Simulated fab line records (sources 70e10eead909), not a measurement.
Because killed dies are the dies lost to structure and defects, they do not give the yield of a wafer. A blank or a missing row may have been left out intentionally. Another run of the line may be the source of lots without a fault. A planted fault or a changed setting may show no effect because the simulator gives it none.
Matching of chambers || flow nand_harc || NHARC_A_STAIRCASE_ETCH_271 on rie_diel-11: 4 sister chambers
The step etches the open film in CF4/CHF3. 4 wafers are shown with their chamber, then 9 later ones without.

## WAFERS, EACH WITH ITS CHAMBER
{"wafer": "L084.6", "chamber": 3, "showerhead_plenum_p_Torr (Torr)": 1.48}
{"wafer": "L088.2", "chamber": 0, "showerhead_plenum_p_Torr (Torr)": 1.54}
{"wafer": "L088.3", "chamber": 1, "showerhead_plenum_p_Torr (Torr)": 1.61}
{"wafer": "L088.6", "chamber": 2, "showerhead_plenum_p_Torr (Torr)": 1.69}

## WAFERS MISSING THEIR CHAMBER
{"wafer": "L091.2", "showerhead_plenum_p_Torr (Torr)": 1.61}
{"wafer": "L091.4", "showerhead_plenum_p_Torr (Torr)": 1.69}
{"wafer": "L091.5", "showerhead_plenum_p_Torr (Torr)": 1.54}
{"wafer": "L092.1", "showerhead_plenum_p_Torr (Torr)": 1.48}
{"wafer": "L092.3", "showerhead_plenum_p_Torr (Torr)": 1.54}
{"wafer": "L092.5", "showerhead_plenum_p_Torr (Torr)": 1.54}
{"wafer": "L097.1", "showerhead_plenum_p_Torr (Torr)": 1.68}
{"wafer": "L097.3", "showerhead_plenum_p_Torr (Torr)": 1.60}
{"wafer": "L097.4", "showerhead_plenum_p_Torr (Torr)": 1.53}

## EACH ONE'S CHAMBER
{"wafer": "L091.2", "from the rows above": 1, "in truth": 1}
{"wafer": "L091.4", "from the rows above": 2, "in truth": 2}
{"wafer": "L091.5", "from the rows above": 0, "in truth": 0}
{"wafer": "L092.1", "from the rows above": 3, "in truth": 3}
{"wafer": "L092.3", "from the rows above": 0, "in truth": 0}
{"wafer": "L092.5", "from the rows above": 0, "in truth": 0}
{"wafer": "L097.1", "from the rows above": 2, "in truth": 2}
{"wafer": "L097.3", "from the rows above": 1, "in truth": 1}
{"wafer": "L097.4", "from the rows above": 0, "in truth": 0}
9 of 9 placed correctly. Not placeable from these rows: 0. Wrongly placed: 0.
How it was worked out, from the rows above alone: a wafer's distance from a chamber is the root of the sum, over the readings, of the square of ((its reading less the chamber's mean) divided by the reading's scatter). The wafer belongs to the nearest chamber; if the next one is less than 2 further off, it can't be placed. For every chamber, the mean is computed from those of its wafers that are shown. The scatter: root of mean squared gap, hidden wafer to nearest shown wafer, with one shown wafer a chamber.
